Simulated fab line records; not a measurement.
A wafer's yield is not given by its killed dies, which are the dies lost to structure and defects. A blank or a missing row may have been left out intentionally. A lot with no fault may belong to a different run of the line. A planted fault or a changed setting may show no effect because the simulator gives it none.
Comparing a struck lot with a sound one    flow n5Finfet    12 steps out of a route of 1938
Sound: these wafers, L389.1, L389.3, L389.4. Struck: wafer L385.4. (L385.3 of the same lot was not struck and is left out.) The cause comes at the end.
Each step with rows lists, per side, the tool, then ch with its chambers, then its first start. Under that, the readings that differ: sound wafers    struck wafers    difference of the means    sigmas: that difference in standard deviations of wafers without a fault.
alike: readings whose means differ by less than 2 such deviations, and words and numbers that are the same on both sides. not compared: withheld readings, readings that some wafer has no value for, bounds like >300 that may hide the same value, and numbers for which the record gives no deviation and whose values overlap.
The two part at a step that has a row with sigmas, a row that says differs or no value, or rows on one side only. Numbers that have no deviation but don't overlap get no sigmas and don't part them. A reading that every wafer of one side lacks parts them only if that side has two wafers or more.

first, 9 steps without rows for these wafers: N5_GATE_CUT_EXPOSE_10 (exposes mask GATE CUT, target cd 20 nm); N5_GATE_CUT_PEB_11 (peb time 60 s); N5_GATE_CUT_DEVELOP_12 (develop time 30 s); N5_GATE_CUT_DESCUM_18 (chemistry O2, time 7 s); N5_GATE_CUT_ETCH_28 (etches underlayer in N2/H2, target depth 13 nm, time 10.4 s); N5_GATE_CUT_ETCH_36 (etches SiARC in CF4, target depth 13 nm, time 21.7 s); N5_GATE_CUT_ETCH_37 (etches SOC in N2/H2, target depth 60 nm, overetch 12 nm, time 90 s); N5_GATE_CUT_STRIP_38 (strips in N2/H2); N5_GATE_CUT_STRIP_39 (strips in N2/H2).
N5_GATE_CUT_HM_OPEN_40: chemistry C4F6/O2, target SiO2, target depth 139 nm, time 85.1 s.
  sound on rieDiel-02 ch 1,3, day 9 04:31; struck on rieDiel-01 ch 2, day 8 09:46
reading            sound           struck  difference  sigmas
etchRfOnTimeS (s)  90.4 90.3 90.6  73.5    -16.9       -8
  alike: chamberPressureMTorr, drypumpMotorCurrentA, oesProductAu, rfFwdPowerW, rfVppV, showerheadPlenumPTorr, throttleValvePct
  not compared: rfHoursCounterH
then, 1 step without rows for these wafers: N5_GATE_CUT_STRIP_41 (strips in CF4).
-- a jump in the record: the struck wafers' starts before and after are 4 days apart (it breaks off in module GATE_CUT and resumes in module BEOL_M4, where the first step shown is number 1111 of the route) --
N5_BEOL_M4_RC_MEAS_101:
  sound on prober-02 ch 0, day 12 09:46; struck on prober-02 ch 0, day 11 22:17
  alike: DIBL_N, DIBL_P, IOFF_N, IOFF_P, ION_N, ION_P, SS_N, SS_P, VT_N, VT_P

## WHERE THEY PART
N5_GATE_CUT_HM_OPEN_40 only, going by this record. Later steps at which nothing parts them and some readings are alike: N5_BEOL_M4_RC_MEAS_101.

WHY: what had been put in by the simulator
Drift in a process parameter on rieDiel-01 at N5_GATE_CUT_HM_OPEN_40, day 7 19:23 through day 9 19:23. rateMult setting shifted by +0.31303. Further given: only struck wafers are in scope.
